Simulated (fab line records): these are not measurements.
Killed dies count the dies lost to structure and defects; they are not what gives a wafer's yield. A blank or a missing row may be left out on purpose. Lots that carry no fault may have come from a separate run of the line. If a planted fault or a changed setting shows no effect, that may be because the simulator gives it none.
fab line records | flow n5Finfet
[record] lots = 14 wafers = 41 lastDay = 18
route steps=1938 shown BEOL_M0_SAQP@634 BEOL_M4@1111
lots untouched by any fault: they come from a run of this same line in which no faults occurred
startH: hours from the record's first day to the start of the lot's first wafer shown | waitH: time in hours since the lot's previous step | " as in the row above | L1.1+2: a row that stands for several wafers | - either no value or no given start | * or withheld: withheld | < > ~ a bound
route shown NAME@n: NAME is a module with steps in the file, n the number in the route of the first one | usual: mean/standard deviation of fault-free wafers | same: alike in all rows | chamber/n: place in a boat | sites: the reading at each site | _std_site: their standard deviation | _edge_site: mean of outer sites minus mean of inner sites | radiusMm: how far each site lies from the wafer's centre | mask NAME#n: copy n | behind: the most recent tool/chamber to have shaped the wafer | hold: why the lot went on hold/how many hours it stayed there/how the hold came to an end | device: whichever transistor did not switch (one of n, p or np) | end of line: at the end of the route, the tests of the same wafers | a step without rows: its recipe alone | killed: dies that structure and defects cost at the first sort, which is not the same as the wafer's yield | map: shows each die of a wafer: x if killed, . if not, _ if none is there
set.NAME: the run value of the setting; set.NAME@STEP: its run value at that earlier step | model.NAME: the simulator's own value behind a step, which no gauge read
one table for each step of the route and one row for each wafer, over a sample of lots
services: the hour from which a tool's chamber was out of use, counted from the record's first day as startH (under 0 if before that day), plus the number of hours and why
[[steps]]
[step N5_BEOL_M0_SAQP_HM_DEP_02]
[recipe] material = TiN targetThkA = 120 tempC = 25 chamberPressurePa = 0.49996
[usual] throttleValvePct = 30.0/1.1
// columns lot.wafer tool chamber startH waitH throttleValvePct
L988.2 pvdSputter-01 - 107.34 1.1 32.5
L988.3 " - " " 30.6
L988.5 " - " " 32.6
L989.2 pvdSputter-01 - 119.09 1.2 32.2
L989.4 " - " " 29.2
L989.6 " - " " 29.0
L990.3 pvdSputter-01 - 122.83 0.6 29.8
L990.4 " - " " 30.8
L990.6 " - " " 29.9
L992.1 pvdSputter-03 - 132.96 0.0 30.4
L992.2 " - " " 30.6
L992.5 " - " " 29.5
L995.2 pvdSputter-03 - 152.16 2.2 30.4
L995.3 " - " " 29.2
L995.4 " - " " 30.3
L996.3 pvdSputter-03 - 154.56 0.3 29.1
L996.4 " - " " 30.1
L996.6 " - " " 30.4
L997.1 pvdSputter-02 - 161.55 1.8 28.7
L997.4 " - " " 29.4
L997.5 " - " " 28.1
L998.2 pvdSputter-01 - 166.06 0.4 30.9
L998.3 " - " " 32.3
L998.6 " - " " 32.4
L999.3 pvdSputter-01 - 176.95 1.1 30.9
L999.6 " - " " 30.7
L100.2 pvdSputter-01 - 185.47 2.5 30.9
L100.3 " - " " 32.3
L100.6 " - " " 32.1
L108.2 pvdSputter-01 - 226.00 1.5 28.8
L108.3 " - " " 32.6
L108.4 " - " " 30.6
L109.3 pvdSputter-03 - 237.26 2.2 29.5
L109.5 " - " " 29.2
L109.6 " - " " 30.5
L110.3 pvdSputter-01 - 238.69 0.5 31.2
L110.4 " - " " 29.0
L110.5 " - " " 32.2
L111.2 pvdSputter-03 - 250.77 1.1 29.1
L111.4 " - " " 29.5
L111.5 " - " " 29.5
[step N5_BEOL_M0_SAQP_HM_OPEN_112]
[recipe] chemistry = CHF3/O2 target = SiO2 stopOn = a-Si targetDepthA = 120 overEtchFrac = 1.25 maskMaterial = SOC timeS = 13.5 pressureMtorr = 30 sourceW = 650 biasW = 170 Ar_flow_sccm = 200 CHF3_flow_sccm = 50 O2_flow_sccm = 5 ionEnergyEv = 200 ends = endPoint
[usual] CHF3_flow_sccm = 49.99/0.14 O2_flow_sccm = 5.000/0.016 drypumpMotorCurrentA = 5.6/0.44 oesProductAu = 0.52/0.056 rfVppV = 525/11 showerheadPlenumPTorr = 2.40/0.09 throttleValvePct = 18.78/0.25
// columns lot.wafer tool chamber startH waitH CHF3_flow_sccm O2_flow_sccm drypumpMotorCurrentA oesProductAu rfHoursCounterH rfVppV showerheadPlenumPTorr throttleValvePct
L988.2 rieDiel-04 2 108.44 0.0 50.10 4.995 4.9 0.49 154 515 2.32 18.80
L988.3 " 3 " " 49.82 5.011 5.4 0.58 13 531 2.58 18.32
L988.5 " 1 " " 50.05 5.004 5.1 0.45 - 538 2.38 18.94
L989.2 rieDiel-04 1 120.06 0.0 49.91 4.980 5.1 0.44 216 539 2.38 18.93
L989.4 " 3 " " 49.85 4.988 5.4 0.60 16 530 2.58 18.32
L989.6 " 1 " " 49.86 4.987 5.0 0.44 - 538 2.38 18.93
L990.3 rieDiel-03 3 123.81 0.0 49.98 5.012 5.9 0.64 1 540 2.48 18.70
L990.4 " 0 " " 50.03 4.981 5.8 0.49 153 514 2.50 19.17
L990.6 " 3 " " 50.10 5.012 5.9 0.64 - 539 2.48 18.70
L992.1 rieDiel-04 0 134.06 0.0 49.94 5.011 6.3 0.56 32 512 2.35 18.91
L992.2 " 2 " " 49.82 4.977 5.0 0.48 162 516 2.31 18.80
L992.5 " 2 " " 49.67 5.001 5.0 0.49 - 517 2.31 18.81
L995.2 rieDiel-05 2 153.20 0.0 50.07 5.017 5.8 0.49 131 527 2.42 18.98
L995.3 " 1 " " 49.87 4.984 5.5 0.48 157 538 2.29 18.50
L995.4 " 0 " " 49.85 5.013 6.0 0.62 18 524 2.38 18.41
L996.3 rieDiel-03 3 155.69 0.0 49.98 4.991 5.8 0.60 12 538 2.47 18.73
L996.4 " 0 " " 49.72 5.017 5.8 0.48 - 515 2.50 19.20
L996.6 " 3 " " 49.76 5.006 5.8 0.61 - 540 2.47 18.71
L997.1 rieDiel-05 3 163.11 0.0 49.85 5.009 5.4 0.53 74 505 2.43 18.90
L997.4 " 2 " " 49.90 5.008 5.8 0.50 135 526 2.42 18.99
L997.5 " 2 " " 49.79 5.021 5.8 0.49 - 529 2.42 19.01
L998.2 rieDiel-05 1 167.05 0.0 50.02 4.973 5.5 0.48 163 537 2.29 18.51
L998.3 " 3 " " 50.32 4.988 5.4 0.54 76 507 2.43 18.90
L998.6 " 2 " " 49.95 4.999 5.8 0.49 - 528 2.42 19.00
L999.3 rieDiel-05 3 178.05 0.0 50.05 4.996 5.4 0.53 78 506 2.43 18.90
L999.6 " 0 " " 49.94 4.974 6.1 0.61 - 524 2.37 18.42
L100.2 rieDiel-04 2 187.15 0.0 50.16 5.025 5.0 0.49 177 515 2.31 18.81
L100.3 " 3 " " 50.22 5.013 5.4 0.56 36 532 2.57 18.35
L100.6 " 3 " " 49.97 5.001 5.4 0.56 - 530 2.57 18.36
L108.2 rieDiel-04 3 228.25 0.0 - - - - - - - -
L108.3 " 2 " " - - - - - - - -
L108.4 " 1 " " - - - - - - - -
L109.3 rieDiel-05 3 238.24 0.0 - - - - - - - -
L109.5 " 1 " " - - - - - - - -
L109.6 " 2 " " - - - - - - - -
L110.3 rieDiel-04 2 239.67 0.0 49.98 4.997 5.0 0.48 192 516 2.30 18.88
L110.4 " 0 " " 50.08 5.006 6.3 0.54 - 514 2.34 18.96
L110.5 " 3 " " 49.98 4.977 5.4 0.54 - 530 2.56 18.39
L111.2 rieDiel-04 3 251.74 0.0 50.09 5.005 5.4 0.55 56 531 2.56 18.39
L111.4 " 1 " " 49.80 5.010 5.0 0.61 2 536 2.37 18.58
L111.5 " 2 " " 49.86 5.003 5.0 0.48 - 517 2.30 18.88
[step N5_BEOL_M0_SAQP_MANDREL_ETCH_20]
[recipe] targetDepthA = 600 chemistry = HBr/Cl2 target = a-Si stopOn = SiNx btTimeS = 10 maskMaterial = SOC overEtchFrac = 0.5 timeS = 30 pressureMtorr = 10 icpW = 800 biasW = 75 HBr_flow_sccm = 150 Cl2_flow_sccm = 80 ends = endPoint
[usual] HBr_flow_sccm = 150.1/0.46 drypumpMotorCurrentA = 5.7/0.48 oesProductAu = 0.775/0.013 throttleValvePct = 35.4/0.43
// columns lot.wafer tool chamber startH waitH HBr_flow_sccm drypumpMotorCurrentA oesProductAu rfHoursCounterH throttleValvePct
L988.2 rieSi-06 3 108.52 0.0 150.4 6.7 0.764 28 35.4
L988.3 " 2 " " 149.7 6.3 0.769 5 35.9
L988.5 " 2 " " 149.1 6.3 0.766 - 35.9
L989.2 rieSi-03 0 120.15 0.0 150.1 5.6 0.785 152 35.6
L989.4 " 1 " " 149.8 5.1 0.772 137 34.9
L989.6 " 1 " " 150.4 5.1 0.782 - 34.9
L990.3 rieSi-01 0 123.89 0.0 150.4 5.6 0.785 5 35.7
L990.4 " 2 " " 149.5 5.5 0.777 4 36.2
L990.6 " 2 " " 149.6 5.5 0.776 - 36.1
L992.1 rieSi-03 1 134.14 0.0 150.1 5.1 0.768 138 34.9
L992.2 " 0 " " 150.4 5.6 0.786 152 35.6
L992.5 " 2 " " 150.0 5.6 0.779 - 35.0
L995.2 rieSi-06 0 153.28 0.0 149.6 5.9 0.768 161 36.1
L995.3 " 2 " " 150.4 6.2 0.752 6 36.0
L995.4 " 3 " " 150.0 6.7 0.774 29 35.4
L996.3 rieSi-03 1 155.77 0.0 149.9 5.1 0.775 138 34.9
L996.4 " 2 " " 150.2 5.6 0.782 134 34.9
L996.6 " 2 " " 150.4 5.6 0.788 - 34.9
L997.1 rieSi-06 2 163.19 0.0 149.9 6.3 0.754 6 36.0
L997.4 " 2 " " 150.8 6.3 0.761 - 35.9
L997.5 " 3 " " 151.3 6.7 0.774 - 35.4
L998.2 rieSi-01 3 167.13 0.0 149.9 5.9 0.775 22 35.0
L998.3 " 0 " " 150.6 5.6 0.797 6 35.7
L998.6 " 3 " " 149.6 5.9 0.781 - 35.0
L999.3 rieSi-03 2 178.13 0.0 150.4 5.6 0.787 135 34.9
L999.6 " 0 " " 150.2 5.6 0.794 - 35.5
L100.2 rieSi-03 2 187.24 0.0 150.3 5.6 0.774 135 34.9
L100.3 " 3 " " 149.7 5.7 0.754 98 35.5
L100.6 " 3 " " 149.6 5.7 0.768 - 35.5
L108.2 rieSi-03 1 228.33 0.0 151.1 5.1 0.331 139 35.7
L108.3 " 0 " " 150.3 5.6 0.334 153 36.4
L108.4 " 1 " " 149.9 5.1 0.332 - 35.7
L109.3 rieSi-01 2 238.33 0.0 150.0 5.5 0.329 6 37.0
L109.5 " 3 " " 149.9 5.9 0.331 - 35.9
L109.6 " 0 " " 150.2 5.6 0.337 - 36.6
L110.3 rieSi-06 1 239.76 0.0 150.2 5.1 0.784 67 35.3
L110.4 " 3 " " 149.9 6.7 0.770 31 35.4
L110.5 " 2 " " 150.0 6.3 0.764 - 35.9
L111.2 rieSi-06 1 251.82 0.0 151.1 5.1 0.778 67 35.3
L111.4 " 3 " " 149.8 6.7 0.760 31 35.4
L111.5 " 3 " " 150.3 6.8 0.776 - 35.4
[step N5_BEOL_M0_SAQP_RECESS_114]
[recipe] chemistry = HF/NH3 target = SiO2 targetDepthA = 144 afsCycles = 3 tempC = 30 sublimationTempC = 180 sublimationTimeS = 60
[usual] drypumpMotorCurrentA = 5.62/0.21
[same] sublimationTimeS = 60
// columns lot.wafer tool chamber startH waitH drypumpMotorCurrentA
L988.2 vaporEtch-01 0 108.75 0.0 5.62
L988.3 " 0 " " 5.60
L988.5 " 1 " " 5.91
L989.2 vaporEtch-02 1 120.38 0.0 5.36
L989.4 " 1 " " 5.37
L989.6 " 1 " " 5.36
L990.3 vaporEtch-01 1 124.24 0.1 5.89
L990.4 " 0 " " 5.63
L990.6 " 1 " " 5.90
L992.1 vaporEtch-01 1 134.37 0.0 5.91
L992.2 " 0 " " 5.60
L992.5 " 0 " " 5.60
L995.2 vaporEtch-01 0 153.59 0.0 5.60
L995.3 " 0 " " 5.60
L995.4 " 1 " " 5.91
L996.3 vaporEtch-01 0 156.12 0.1 5.63
L996.4 " 1 " " 5.89
L996.6 " 1 " " 5.89
L997.1 vaporEtch-01 0 163.49 0.0 5.62
L997.4 " 1 " " 5.92
L997.5 " 0 " " 5.61
L998.2 vaporEtch-02 1 167.37 0.0 5.37
L998.3 " 1 " " 5.38
L998.6 " 0 " " 5.45
L999.3 vaporEtch-01 1 178.49 0.1 5.91
L999.6 " 1 " " 5.90
L100.2 vaporEtch-02 1 187.47 0.0 5.37
L100.3 " 0 " " 5.39
L100.6 " 1 " " 5.38
L108.2 vaporEtch-02 0 228.56 0.0 5.40
L108.3 " 0 " " 5.43
L108.4 " 1 " " 5.39
L109.3 vaporEtch-01 0 238.68 0.1 5.61
L109.5 " 0 " " 5.63
L109.6 " 1 " " 5.91
L110.3 vaporEtch-01 0 240.11 0.1 5.62
L110.4 " 1 " " 5.90
L110.5 " 0 " " 5.62
L111.2 vaporEtch-01 0 252.18 0.1 5.60
L111.4 " 0 " " 5.60
L111.5 " 0 " " 5.60
[step N5_BEOL_M0_SAQP_SPACER1_ALD_98]
[recipe] material = SiO2 targetThkA = 128 tempC = 300 aldPrecursorFamily = BDEAS aldCoReactant = O2-plasma pulseTimeS = 1 purgeTimeS = 2 coReactantPurgeTimeS = 2 aldCycles = 138 pressureTorr = 2
[usual] chamberPressureTorr = 2.001/0.0041 heaterPowerW = 499/46 precursorPulseHeightRel = 0.998/0.02
// columns lot.wafer tool chamber startH waitH chamberPressureTorr heaterPowerW precursorPulseHeightRel
L988.2 aldSin-02 1 109.13 0.3 1.997 522 0.979
L988.3 " 0 " " 2.005 502 0.964
L988.5 " 3 " " 2.006 442 0.999
L989.2 aldSin-04 3 120.77 0.3 2.001 482 1.009
L989.4 " 1 " " 1.998 454 1.012
L989.6 " 0 " " 2.003 516 1.016
L990.3 aldSin-02 3 124.93 0.6 2.002 451 0.953
L990.4 " 1 " " 2.005 526 1.022
L990.6 " 1 " " 2.008 525 1.018
L992.1 aldSin-02 3 134.75 0.3 2.001 433 1.013
L992.2 " 2 " " 2.008 434 1.036
L992.5 " 2 " " 2.006 424 0.987
L995.2 aldSin-03 2 153.98 0.3 2.003 516 1.003
L995.3 " 0 " " 2.005 509 1.026
L995.4 " 3 " " 2.000 573 0.990
L996.3 aldSin-03 3 156.85 0.6 2.000 563 0.991
L996.4 " 0 " " 2.004 510 1.008
L996.6 " 3 " " 1.998 565 1.010
L997.1 aldSin-03 2 163.88 0.3 2.004 505 0.993
L997.4 " 3 " " 2.001 570 1.020
L997.5 " 0 " " 2.005 511 0.974
L998.2 aldSin-02 2 167.75 0.3 1.996 425 0.995
L998.3 " 3 " " 2.000 435 1.002
L998.6 " 2 " " 1.999 426 1.005
L999.3 aldSin-03 3 178.75 0.1 1.993 569 1.009
L999.6 " 2 " " 2.003 498 1.005
L100.2 aldSin-04 3 188.63 1.0 2.008 475 0.954
L100.3 " 2 " " 2.010 479 1.017
L100.6 " 0 " " 1.996 507 0.998
L108.2 aldSin-02 1 229.36 0.7 1.997 544 0.978
L108.3 " 0 " " 2.001 471 1.020
L108.4 " 3 " " 1.997 446 1.011
L109.3 aldSin-02 1 238.94 0.1 2.000 543 0.990
L109.5 " 3 " " 1.998 454 1.002
L109.6 " 2 " " 2.001 401 0.970
L110.3 aldSin-02 0 240.37 0.1 1.995 469 1.002
L110.4 " 2 " " 2.000 407 0.997
L110.5 " 3 " " 1.999 453 0.991
L111.2 aldSin-03 2 253.18 0.9 2.005 492 0.999
L111.4 " 3 " " 2.005 581 0.974
L111.5 " 2 " " 2.004 505 1.019
[step N5_BEOL_M0_SAQP_MANDREL1_REMOVE_100]
[recipe] chemistry = HBr/Cl2/O2 btTimeS = 10 target = a-Si stopOn = SiNx endpoint = OES-SiCl overEtchFrac = 0.85 icpW = 600 biasW = 30 HBr_flow_sccm = 150 Cl2_flow_sccm = 80 O2_flow_sccm = 5 pressureMtorr = 10
[usual] HBr_flow_sccm = 150.0/0.46 drypumpMotorCurrentA = 5.7/0.46 oesProductAu = 1.007/0.017 throttleValvePct = 36.7/0.45
// columns lot.wafer tool chamber startH waitH HBr_flow_sccm drypumpMotorCurrentA oesProductAu rfHoursCounterH throttleValvePct
L988.2 rieSi-01 1 109.69 0.1 150.2 5.0 1.005 7 36.2
L988.3 " 2 " " 150.1 5.5 0.994 4 37.4
L988.5 " 2 " " 150.4 5.5 1.000 - 37.4
L989.2 rieSi-01 2 121.33 0.1 150.7 5.5 0.989 4 37.4
L989.4 " 3 " " 150.3 5.9 1.013 - 36.2
L989.6 " 2 " " 150.1 5.5 0.991 - 37.4
L990.3 rieSi-03 3 125.49 0.1 149.7 5.7 0.990 97 36.7
L990.4 " 2 " " 150.4 5.6 1.003 134 36.2
L990.6 " 3 " " 149.1 5.7 0.987 - 36.7
L992.1 rieSi-03 3 135.38 0.1 150.3 5.7 0.991 97 36.7
L992.2 " 2 " " 149.1 5.6 1.009 134 36.2
L992.5 " 1 " " 149.7 5.2 1.021 - 36.1
L995.2 rieSi-06 1 154.54 0.1 150.7 5.1 1.027 65 36.5
L995.3 " 3 " " 150.0 6.7 0.988 29 36.7
L995.4 " 2 " " 150.1 6.2 0.978 6 37.2
L996.3 rieSi-01 0 157.58 0.1 150.6 5.6 1.009 5 36.9
L996.4 " 1 " " 150.5 5.0 0.990 8 36.2
L996.6 " 1 " " 149.9 5.0 1.001 - 36.2
L997.1 rieSi-01 3 164.44 0.1 151.0 5.9 1.003 22 36.2
L997.4 " 2 " " 149.8 5.5 0.998 5 37.4
L997.5 " 2 " " 150.1 5.5 0.978 - 37.4
L998.2 rieSi-06 3 168.32 0.1 149.9 6.7 0.992 29 36.7
L998.3 " 1 " " 149.8 5.1 1.041 66 36.5
L998.6 " 3 " " 150.1 6.7 0.986 - 36.7
L999.3 rieSi-06 1 179.46 0.1 150.2 5.1 1.029 66 36.5
L999.6 " 0 " " 149.9 5.9 1.003 - 37.4
L100.2 rieSi-01 1 189.19 0.1 149.8 5.0 1.006 9 36.2
L100.3 " 2 " " 149.2 5.5 0.996 5 37.4
L100.6 " 1 " " 149.4 5.0 1.001 - 36.2
L108.2 rieSi-01 1 230.00 0.1 150.5 5.0 0.368 9 36.2
L108.3 " 0 " " 150.9 5.6 0.382 7 36.9
L108.4 " 3 " " 149.3 5.9 0.380 23 36.2
L109.3 rieSi-03 0 239.50 0.1 150.0 5.6 0.390 154 36.8
L109.5 " 2 " " 150.0 5.6 0.374 - 36.2
L109.6 " 0 " " 150.1 5.6 0.387 - 36.8
L110.3 rieSi-03 3 240.93 0.1 150.9 5.7 0.987 99 36.7
L110.4 " 0 " " 150.4 5.6 1.019 - 36.8
L110.5 " 3 " " 150.0 5.7 0.992 - 36.7
L111.2 rieSi-03 3 254.02 0.1 150.5 5.7 0.986 99 36.7
L111.4 " 2 " " 150.1 5.6 1.003 136 36.2
L111.5 " 3 " " 150.8 5.7 0.994 - 36.7
[step N5_BEOL_M0_SAQP_CD_MEAS_25]
[recipe] targetCdNm = 13.1 landingEnergyEv = 1000 detector = seInlens
[usual] cdNm = 12.79/0.24
// columns lot.wafer tool chamber startH waitH cdNm
L988.2 cdSem-02 0 109.81 0.1 12.73
L988.3 " 0 " " 12.84
L988.5 " 0 " " 12.71
L989.2 cdSem-03 0 121.44 0.1 12.98
L989.4 " 0 " " 13.16
L989.6 " 0 " " 12.89
L990.3 cdSem-02 0 125.61 0.1 12.88
L990.4 " 0 " " 12.42
L990.6 " 0 " " 12.91
L992.1 cdSem-02 0 135.49 0.1 12.25
L992.2 " 0 " " 12.32
L992.5 " 0 " " 12.24
L995.2 cdSem-03 0 154.65 0.1 12.67
L995.3 " 0 " " 12.62
L995.4 " 0 " " 12.95
L996.3 cdSem-02 0 157.69 0.1 12.83
L996.4 " 0 " " 12.73
L996.6 " 0 " " 12.72
L997.1 cdSem-03 0 164.56 0.1 12.95
L997.4 " 0 " " 12.97
L997.5 " 0 " " 13.03
L998.2 cdSem-02 0 168.43 0.1 13.03
L998.3 " 0 " " 12.73
L998.6 " 0 " " 12.73
L999.3 cdSem-01 0 179.58 0.1 12.76
L999.6 " 0 " " 12.82
L100.2 cdSem-02 0 189.30 0.1 12.52
L100.3 " 0 " " 12.14
L100.6 " 0 " " 13.09
L108.2 cdSem-03 0 230.12 0.1 -
L108.3 " 0 " " -
L108.4 " 0 " " -
L109.3 cdSem-01 0 239.62 0.1 -
L109.5 " 0 " " -
L109.6 " 0 " " -
L110.3 cdSem-02 0 241.05 0.1 12.85
L110.4 " 0 " " 12.69
L110.5 " 0 " " 12.93
L111.2 cdSem-01 0 254.13 0.1 13.22
L111.4 " 0 " " 13.16
L111.5 " 0 " " 13.07
[step N5_BEOL_M4_RC_MEAS_101]
[usual] DIBL_N = 36.9/1.7 DIBL_P = 37.3/2.3 IOFF_N = 0.16/0.033 IOFF_P = 0.22/0.04 ION_N = 673/12 ION_P = 463/8 SS_N = 71.6/0.58 SS_P = 73.4/0.74 VT_N = 250/3.2 VT_P = -250/3.4
// columns lot.wafer tool chamber startH waitH DIBL_N[mV/V] DIBL_P[mV/V] IOFF_N[nA/um] IOFF_P[nA/um] ION_N[uA/um] ION_P[uA/um] SS_N[mV/dec] SS_P[mV/dec] VT_N[mV] VT_P[mV]
L988.2 prober-01 0 165.78 0.2 38.3 40.6 0.22 0.29 691 471 71.8 74.1 247 -247
L988.3 " 0 " " 39.7 42.2 0.25 0.33 681 473 73.0 74.5 243 -244
L988.5 " 0 " " 36.7 38.1 0.18 0.24 675 467 72.2 73.4 250 -248
L989.2 prober-02 0 181.31 0.2 35.8 38.3 0.15 0.19 669 455 71.9 74.0 251 -256
L989.4 " 0 " " 36.7 38.5 0.16 0.20 675 463 71.5 73.6 249 -255
L989.6 " 0 " " 36.7 39.2 0.16 0.21 667 458 71.4 74.5 250 -254
L990.3 prober-02 0 190.68 0.3 39.3 42.2 0.25 0.33 684 475 72.0 73.5 245 -245
L990.4 " 0 " " 38.8 40.3 0.20 0.28 681 465 71.8 74.5 248 -247
L990.6 " 0 " " 36.7 38.6 0.17 0.25 695 480 72.0 72.9 250 -247
L992.1 prober-01 0 194.08 0.0 38.5 38.0 0.19 0.23 677 456 72.2 73.7 247 -252
L992.2 " 0 " " 35.9 34.2 0.13 0.18 656 452 71.5 72.1 252 -255
L992.5 " 0 " " 35.7 33.9 0.14 0.17 658 446 71.7 72.0 253 -257
L996.3 prober-02 0 217.30 0.3 36.2 35.5 0.13 0.18 659 453 72.0 73.3 256 -252
L996.4 " 0 " " 35.7 36.2 0.13 0.18 655 452 71.5 72.9 255 -252
L996.6 " 0 " " 37.7 37.3 0.16 0.21 664 457 72.6 72.8 252 -250
L995.2 prober-01 0 218.35 0.2 40.5 41.6 0.24 0.30 687 473 72.5 74.3 245 -245
L995.3 " 0 " " 37.7 37.0 0.17 0.21 668 462 71.4 73.4 249 -250
L995.4 " 0 " " 36.3 35.5 0.14 0.19 661 454 71.3 72.9 251 -251
L997.1 prober-01 0 222.10 0.0 38.8 40.5 0.21 0.24 681 464 71.4 74.4 245 -252
L997.4 " 0 " " 40.4 43.5 0.25 0.30 695 458 72.5 75.2 245 -245
L997.5 " 0 " " 39.5 43.2 0.25 0.30 703 476 71.6 75.5 241 -247
L998.2 prober-02 0 225.60 0.2 38.0 39.0 0.20 0.30 690 487 71.6 73.9 245 -242
L998.3 " 0 " " 37.7 38.5 0.17 0.29 669 474 71.6 74.0 251 -245
L998.6 " 0 " " 37.2 37.2 0.16 0.25 673 471 71.3 72.9 251 -245
L999.3 prober-01 0 242.60 0.3 38.1 37.6 0.16 0.21 661 458 71.7 73.0 249 -251
L999.6 " 0 " " 36.4 37.6 0.15 0.22 681 473 71.1 73.7 250 -247
L100.2 prober-01 0 256.41 0.2 36.9 36.1 0.15 0.25 664 464 70.8 72.6 251 -243
L100.3 " 0 " " 37.1 36.9 0.15 0.26 666 464 71.7 73.8 252 -248
L100.6 " 0 " " 37.4 37.8 0.17 0.28 686 474 71.7 72.7 249 -243
L110.3 prober-02 0 307.75 0.3 38.6 39.3 0.18 0.24 673 459 71.7 73.9 252 -252
L110.4 " 0 " " 39.3 39.4 0.18 0.23 669 459 72.6 74.4 251 -253
L110.5 " 0 " " 37.7 38.0 0.14 0.21 661 453 72.0 73.8 255 -255
L111.2 prober-02 0 311.07 0.2 36.1 35.9 0.13 0.19 649 447 71.3 72.5 254 -250
L111.4 " 0 " " 38.0 37.9 0.15 0.22 676 464 71.4 73.6 252 -249
L111.5 " 0 " " 37.1 36.7 0.14 0.20 662 456 70.7 73.4 252 -253
[[services]]
// columns tool chamber startH hours kind
aldSin-02 3 85.31 6.2 repair
rieSi-06 3 88.69 5.7 repair
pvdSputter-01 - 94.72 1.8 repair
rieSi-06 1 95.52 14.7 repair
rieSi-06 - 109.57 2.8 pm
rieSi-01 1 116.47 6.3 repair
aldSin-02 2 118.66 2.2 repair
aldSin-03 2 121.08 6.2 repair
rieSi-03 - 135.97 2.8 pm
aldSin-03 1 147.61 3.5 repair
aldSin-03 - 151.62 0.4 repair
pvdSputter-03 - 157.71 0.7 repair
rieSi-06 0 162.84 8.7 repair
aldSin-02 - 177.93 14.0 pm
rieSi-06 0 189.62 8.9 repair
rieDiel-04 - 199.56 1.0 repair
rieSi-03 1 203.01 6.3 repair
rieSi-06 - 207.42 1.1 repair
rieSi-01 1 212.92 2.8 repair
rieSi-03 2 221.45 8.0 repair
rieSi-01 - 234.09 0.3 repair
rieSi-03 1 239.48 3.2 repair
rieDiel-05 - 243.98 0.4 repair
rieDiel-05 1 248.26 8.4 repair
[[key]]
[firstSign] step = N5_BEOL_M0_SAQP_HM_OPEN_112 reading = toolRecord direction = missing
[effect] step = N5_BEOL_M0_SAQP_MANDREL_ETCH_20 reading = oesProductAu direction = down sigmas = 33 usual = 0.775 struck = 0.332
[effect] step = N5_BEOL_M0_SAQP_MANDREL1_REMOVE_100 reading = oesProductAu direction = down sigmas = 38 usual = 1.007 struck = 0.380
[effect] step = N5_BEOL_M0_SAQP_CD_MEAS_25 reading = cdNm direction = missing
metAt N5_BEOL_M0_SAQP_HM_OPEN_112
struckLots L108,L109
laterRowsLeftOut L108.2,L108.3,L108.4,L109.3,L109.5,L109.6
sortLeftOut L108.2,L108.3,L108.4,L109.3,L109.5,L109.6
notActingAt N5_BEOL_M0_SAQP_HM_DEP_02,N5_BEOL_M0_SAQP_RECESS_114,N5_BEOL_M0_SAQP_SPACER1_ALD_98
onsetBetween 187.15 228.25
[fault] kind = skippedStepWhole tool = rieDiel-04,rieDiel-05 chamber = - onsetH = 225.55 steps = N5_BEOL_M0_SAQP_HM_OPEN_112 scope = struckLotsOnly
// sortLeftOut: the simulated sort isn't trusted on such a fault, so these wafers' sort isn't shown, and their yield isn't known
// laterRowsLeftOut: the simulator's readings of these wafers behind a module that went badly wrong aren't trusted and aren't shown, but for the sort
